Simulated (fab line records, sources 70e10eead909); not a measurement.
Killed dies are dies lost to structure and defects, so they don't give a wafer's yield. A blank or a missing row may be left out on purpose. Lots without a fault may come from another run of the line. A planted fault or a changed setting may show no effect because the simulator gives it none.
fab line records | flow nand_harc
record lots=12 wafers=36 last_day=33
route steps=1302 shown A_ONON_D1@449 A_CHANNEL_HOLE_D1@460
lots that met no fault: from a run of the same line without faults
start_h: hours from the record's first day to the start of the lot's first wafer shown | wait_h: hours since the lot's step before | " the same as in the row above | L1.1+2: a row that stands for several wafers | - no value, or no start given | * or withheld: withheld | < > ~ a bound
route shown NAME@n: a module of which the file shows steps, and the number in the route of the first | usual: mean/standard deviation of fault-free wafers | same: alike in all rows | chamber/n: place in a boat | sites: the reading at each site | _std_site: their standard deviation | _edge_site: outer sites' mean less inner sites' | radius_mm: how far each site lies from the wafer's centre | mask NAME#n: copy n | behind: the tool/chamber that last shaped the wafer | hold: why the lot was held/for how many hours/how that ended | device: the transistor (n, p or np) that didn't switch | end of line: the same wafers' tests at the end of the route | a step without rows: its recipe alone | killed: dies lost to structure and defects at the first sort, not the wafer's yield | map: a wafer's dies, x killed, . not, _ none there
set.NAME: the setting as run; set.NAME@STEP: as run at that earlier step | model.NAME: the simulator's own value behind a step, which no gauge read
steps of the route over a sample of lots; a table a step, a row a wafer
services: from which hour (start_h, from the record's first day; less than 0 if before it) a tool's chamber was out of use, for how many hours, and why
## steps
# step NHARC_A_ONON_D1_INSPECT_32
# usual raw_defect_count=78/27
# columns lot.wafer tool chamber start_h wait_h raw_defect_count
L503.4 defect_inspect-01 - 182.08 0.0 29
L503.5 " - " " 49
L503.6 " - " " 36
L502.1 defect_inspect-02 - 182.09 0.0 87
L502.5 " - " " 59
L502.6 " - " " 63
L504.1 defect_inspect-01 - 200.56 0.0 112
L504.3 " - " " 113
L504.4 " - " " 99
L507.3 defect_inspect-02 - 229.81 0.0 57
L507.4 " - " " 70
L507.6 " - " " 72
L509.1 defect_inspect-01 - 250.76 0.0 82
L509.2 " - " " 105
L509.5 " - " " 53
L516.2 defect_inspect-02 - 320.00 0.0 43
L516.5 " - " " 67
L516.6 " - " " 44
L517.1 defect_inspect-02 - 320.18 0.0 92
L517.2 " - " " 67
L517.4 " - " " 96
L518.1 defect_inspect-02 - 335.66 0.0 92
L518.2 " - " " 72
L518.4 " - " " 46
L521.4 defect_inspect-02 - 356.77 0.0 49
L521.5 " - " " 48
L521.6 " - " " 90
L520.1 defect_inspect-01 - 356.78 0.0 73
L520.3 " - " " 43
L520.6 " - " " 35
L522.1 defect_inspect-02 - 379.50 0.0 49
L522.2 " - " " 44
L522.4 " - " " 34
L525.3 defect_inspect-02 - 409.32 0.0 53
L525.4 " - " " 83
L525.5 " - " " 88
# step NHARC_A_CHANNEL_HOLE_D1_PEB_08
# recipe peb_temp_c=100 peb_time_s=65
# usual heater_power_total_W=156.6/0.41 plate_temp_C=100.00/0.13
# columns lot.wafer tool chamber start_h wait_h heater_power_total_W plate_temp_C
L503.4 litho_track-06 0 186.63 0.0 157.0 100.10
L503.5 " 0 " " 157.0 99.98
L503.6 " 0 " " 157.0 100.12
L502.1 litho_track-04 0 186.82 0.1 156.7 99.98
L502.5 " 0 " " 157.2 100.01
L502.6 " 0 " " 156.5 100.13
L504.1 litho_track-06 0 206.14 0.1 153.6 98.81
L504.3 " 0 " " 153.9 98.99
L504.4 " 0 " " 154.6 98.90
L507.3 litho_track-06 0 232.34 0.0 154.5 98.64
L507.4 " 0 " " 154.2 98.85
L507.6 " 0 " " 153.8 98.61
L509.1 litho_track-04 0 256.30 0.1 156.2 99.73
L509.2 " 0 " " 157.2 99.74
L509.5 " 0 " " 157.1 99.69
L516.2 litho_track-06 0 325.60 0.1 157.0 100.31
L516.5 " 0 " " 156.5 100.18
L516.6 " 0 " " 156.3 99.99
L517.1 litho_track-04 0 325.87 0.1 157.0 100.02
L517.2 " 0 " " 157.0 99.95
L517.4 " 0 " " 156.0 99.80
L518.1 litho_track-06 0 339.14 0.1 155.9 100.16
L518.2 " 0 " " 156.5 99.94
L518.4 " 0 " " 156.8 100.14
L521.4 litho_track-06 0 361.99 0.0 156.8 99.92
L521.5 " 0 " " 157.0 99.94
L521.6 " 0 " " 157.0 99.99
L520.1 litho_track-06 0 362.31 0.1 156.1 99.98
L520.3 " 0 " " 156.2 99.95
L520.6 " 0 " " 157.1 100.09
L522.1 litho_track-06 0 384.45 0.1 156.6 100.28
L522.2 " 0 " " 156.3 100.07
L522.4 " 0 " " 156.8 100.08
L525.3 litho_track-01 0 414.79 0.0 156.7 100.13
L525.4 " 0 " " 156.0 100.07
L525.5 " 0 " " 156.9 100.17
# step NHARC_A_CHANNEL_HOLE_D1_CD_MEAS_10
# recipe target_cd_nm=100 landing_energy_ev=500
# usual cd_nm=99.7/0.56
# columns lot.wafer tool chamber start_h wait_h cd_nm
L503.4 cd_sem-01 0 186.71 - 100.1
L503.5 " 0 " " 98.8
L503.6 " 0 " " 99.5
L502.1 cd_sem-01 0 186.90 - 99.7
L502.5 " 0 " " 99.8
L502.6 " 0 " " 100.3
L504.1 cd_sem-03 0 206.22 - 96.1
L504.3 " 0 " " 96.6
L504.4 " 0 " " 96.3
L507.3 cd_sem-03 0 232.42 - 96.4
L507.4 " 0 " " 96.7
L507.6 " 0 " " 95.8
L509.1 cd_sem-03 0 256.38 - 100.1
L509.2 " 0 " " 99.9
L509.5 " 0 " " 100.3
L516.2 cd_sem-02 0 325.69 - 99.0
L516.5 " 0 " " 99.7
L516.6 " 0 " " 98.9
L517.1 cd_sem-03 0 325.95 - 100.7
L517.2 " 0 " " 99.5
L517.4 " 0 " " 99.8
L518.1 cd_sem-01 0 339.22 - 99.6
L518.2 " 0 " " 99.8
L518.4 " 0 " " 100.1
L521.4 cd_sem-03 0 362.07 - 98.5
L521.5 " 0 " " 99.9
L521.6 " 0 " " 100.1
L520.1 cd_sem-01 0 362.39 - 99.7
L520.3 " 0 " " 99.2
L520.6 " 0 " " 99.1
L522.1 cd_sem-03 0 384.53 - 99.3
L522.2 " 0 " " 99.0
L522.4 " 0 " " 100.3
L525.3 cd_sem-03 0 414.87 - 100.7
L525.4 " 0 " " 99.5
L525.5 " 0 " " 99.3
# step NHARC_A_CHANNEL_HOLE_D1_OVL_MEAS_11
# usual overlay_x_nm=0.2/0.85 overlay_y_nm=0.2/0.78
# columns lot.wafer tool chamber start_h wait_h overlay_x_nm overlay_y_nm
L503.4 overlay-01 - 186.79 - 1.0 0.7
L503.5 " - " " 0.8 0.3
L503.6 " - " " 0.5 0.5
L502.1 overlay-02 - 186.99 - -0.2 -0.5
L502.5 " - " " -0.8 -0.7
L502.6 " - " " 0.0 -0.3
L504.1 overlay-01 - 206.31 - 0.2 -1.2
L504.3 " - " " 0.9 -1.1
L504.4 " - " " 0.5 -1.2
L507.3 overlay-01 - 232.50 - 1.2 0.3
L507.4 " - " " 1.7 -0.1
L507.6 " - " " 1.2 -0.3
L509.1 overlay-02 - 256.47 - 0.8 0.7
L509.2 " - " " 0.7 1.5
L509.5 " - " " 0.5 0.6
L516.2 overlay-01 - 325.77 - 1.3 -0.4
L516.5 " - " " 1.3 0.2
L516.6 " - " " 1.2 0.2
L517.1 overlay-01 - 326.04 - -0.4 -0.4
L517.2 " - " " 0.2 -1.3
L517.4 " - " " 0.1 -0.6
L518.1 overlay-01 - 339.30 - -0.1 0.0
L518.2 " - " " 0.0 -0.3
L518.4 " - " " -0.1 0.1
L521.4 overlay-01 - 362.16 - -0.8 -0.1
L521.5 " - " " -0.1 -0.4
L521.6 " - " " -0.2 -0.2
L520.1 overlay-02 - 362.48 - 0.9 1.5
L520.3 " - " " 1.3 0.9
L520.6 " - " " 1.3 0.9
L522.1 overlay-01 - 384.62 - -0.5 -0.5
L522.2 " - " " -0.9 -0.8
L522.4 " - " " 0.2 -0.2
L525.3 overlay-01 - 414.95 - 0.5 -0.7
L525.4 " - " " 0.9 0.1
L525.5 " - " " 0.4 -0.3
# step NHARC_A_CHANNEL_HOLE_D1_ETCH_20
# recipe bias_v=3000 source_w=withheld pressure_mtorr=20 time_s=361.9 ar_flow_sccm=375 c4f8_flow_sccm=89.3 o2_flow_sccm=35.7 temp_c=-20 target_depth_a=16000 chemistry=C4F8/O2/Ar
# usual drypump_motor_current_A=6.2/0.35 oes_air_line_au=0.999/0.021 showerhead_plenum_p_Torr=3.67/0.11 throttle_valve_pct=32.155/0.0089
# columns lot.wafer tool chamber start_h wait_h drypump_motor_current_A oes_air_line_au rf_hours_counter_h showerhead_plenum_p_Torr throttle_valve_pct
L503.4 har_etch-01 1 188.28 0.2 6.0 1.016 - 3.73 32.153
L503.5 " 1 " " 6.0 1.026 - 3.73 32.163
L503.6 " 0 " " 6.2 0.943 - 3.74 32.161
L502.1 har_etch-02 1 188.39 0.1 6.8 0.975 302 3.76 32.163
L502.6 " 1 " " 6.8 1.002 - 3.76 32.151
L502.5 " 0 " " 5.9 1.019 - 3.51 32.167
L504.1 har_etch-01 1 207.75 0.1 6.0 0.966 103 3.73 32.148
L504.3 " 0 " " 6.2 1.005 - 3.73 32.156
L504.4 " 1 " " 6.0 1.008 - 3.73 32.154
L507.3 har_etch-02 0 234.38 0.3 5.8 0.973 - 3.50 32.170
L507.4 " 0 " " 5.9 1.005 - 3.50 32.146
L507.6 " 0 " " 5.9 0.999 - 3.50 32.164
L509.1 har_etch-02 0 257.86 0.1 5.8 0.987 345 3.49 32.158
L509.2 " 1 " " 6.8 1.011 329 3.75 32.155
L509.5 " 1 " " 6.9 0.979 - 3.75 32.146
L516.2 har_etch-01 0 328.60 0.1 6.2 1.004 172 3.69 32.151
L516.5 " 0 " " 6.2 1.020 - 3.69 32.166
L516.6 " 1 " " 6.0 0.998 - 3.69 32.144
L517.1 har_etch-02 1 329.67 0.1 6.8 0.995 375 3.72 32.133
L517.2 " 0 " " 5.8 1.021 391 3.47 32.155
L517.4 " 0 " " 5.9 1.022 - 3.47 32.154
L518.1 har_etch-01 1 340.69 0.1 6.0 1.002 180 3.68 32.161
L518.2 " 0 " " 6.2 0.983 180 3.68 32.167
L518.4 " 1 " " 6.0 0.998 - 3.69 32.140
L521.4 har_etch-02 0 363.65 0.2 5.8 1.025 - 3.46 32.175
L521.6 " 0 " " 5.8 1.038 - 3.46 32.151
L521.5 " 1 " " 6.8 0.999 - 3.71 32.151
L520.1 har_etch-01 1 365.14 0.1 6.0 0.984 195 3.68 32.164
L520.3 " 1 " " 6.0 1.013 - 3.68 32.165
L520.6 " 0 " " 6.2 1.017 - 3.68 32.164
L522.2 har_etch-02 0 394.11 0.1 5.9 0.971 0 3.93 32.154
L522.1 " 1 " " 6.8 1.032 0 3.71 32.133
L522.4 " 1 " " 6.8 1.033 - 3.71 32.154
L525.3 har_etch-02 0 418.95 0.2 5.8 1.029 - 3.92 32.155
L525.4 " 1 " " 6.8 0.984 - 3.70 32.154
L525.5 " 1 " " 6.8 0.988 - 3.70 32.144
# step NHARC_A_CHANNEL_HOLE_D1_CD_MEAS_30
# usual cd_nm=89.4/1.2
# columns lot.wafer tool chamber start_h wait_h cd_nm
L503.4 cd_sem-02 - 193.60 - 92.3
L503.5 " - " " 90.0
L503.6 " - " " 88.8
L502.1 cd_sem-01 - 193.81 - 90.6
L502.5 " - " " 88.5
L502.6 " - " " 90.0
L504.1 cd_sem-02 - 213.31 - 85.6
L504.3 " - " " 87.1
L504.4 " - " " 84.9
L507.3 cd_sem-02 - 243.63 - 86.3
L507.4 " - " " 87.2
L507.6 " - " " 85.3
L509.1 cd_sem-02 - 263.26 - 90.8
L509.2 " - " " 89.5
L509.5 " - " " 89.5
L516.2 cd_sem-02 - 334.02 - 89.8
L516.5 " - " " 88.5
L516.6 " - " " 89.3
L517.1 cd_sem-03 - 335.23 - 89.0
L517.2 " - " " 90.4
L517.4 " - " " 89.3
L518.1 cd_sem-02 - 346.10 - 89.5
L518.2 " - " " 87.9
L518.4 " - " " 89.9
L521.4 cd_sem-02 - 368.98 - 87.7
L521.5 " - " " 88.2
L521.6 " - " " 89.8
L520.1 cd_sem-02 - 370.46 - 88.7
L520.3 " - " " 88.6
L520.6 " - " " 87.5
L522.1 cd_sem-03 - 399.54 - 87.2
L522.2 " - " " 88.1
L522.4 " - " " 88.5
L525.3 cd_sem-02 - 424.39 - 91.6
L525.4 " - " " 91.5
L525.5 " - " " 88.0
## services
# columns tool chamber start_h hours kind
litho_track-06 - 179.00 7.0 pm
litho_track-04 - 203.00 7.0 pm
har_etch-02 1 221.22 - consumable_replace:focus_ring
har_etch-02 1 221.22 17.0 scheduled_down
har_etch-02 1 221.22 17.0 vent_cycle
litho_track-01 - 322.80 - consumable_replace:filter
litho_track-01 - 330.00 7.0 pm
litho_track-06 - 354.00 7.0 pm
har_etch-02 - 377.00 17.0 pm
har_etch-02 0 377.00 17.0 vent_cycle
har_etch-02 1 377.00 17.0 vent_cycle
litho_track-04 - 378.00 7.0 pm
har_etch-02 0 394.00 - clean
har_etch-02 0 394.00 - consumable_replace:esc
har_etch-02 0 394.00 - consumable_replace:focus_ring
har_etch-02 0 394.00 - consumable_replace:showerhead
har_etch-02 1 394.00 - clean
## key
first_sign step=NHARC_A_CHANNEL_HOLE_D1_PEB_08 reading=plate_temp_C direction=down sigmas=9.4 usual=* struck=*
effect step=NHARC_A_CHANNEL_HOLE_D1_PEB_08 reading=heater_power_total_W direction=down sigmas=6.1 usual=* struck=*
effect step=NHARC_A_CHANNEL_HOLE_D1_CD_MEAS_10 reading=cd_nm direction=down sigmas=6.1 usual=99.7 struck=96.3
effect step=NHARC_A_CHANNEL_HOLE_D1_CD_MEAS_30 reading=cd_nm direction=down sigmas=2.8 usual=89.4 struck=86.1
met_at NHARC_A_CHANNEL_HOLE_D1_PEB_08
struck_lots L504,L507
tester_left_out L504,L507
not_acting_at NHARC_A_ONON_D1_INSPECT_32,NHARC_A_CHANNEL_HOLE_D1_OVL_MEAS_11,NHARC_A_CHANNEL_HOLE_D1_ETCH_20
onset_between 186.63 206.14
fault kind=process_parameter_drift tool=litho_track-06 chamber=- onset_h=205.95 steps=NHARC_A_CHANNEL_HOLE_D1_PEB_08 channel=peb_temp_c offset=* shape=step end_h=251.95 acts_in=* stated=*
# tester_left_out: of these lots the tester's yield and bins aren't shown, on N5 and GAA mostly nor the transistor test; their killed dies are dies lost to structure and defects alone, not to doping, threshold or leakage, so they don't give the yield
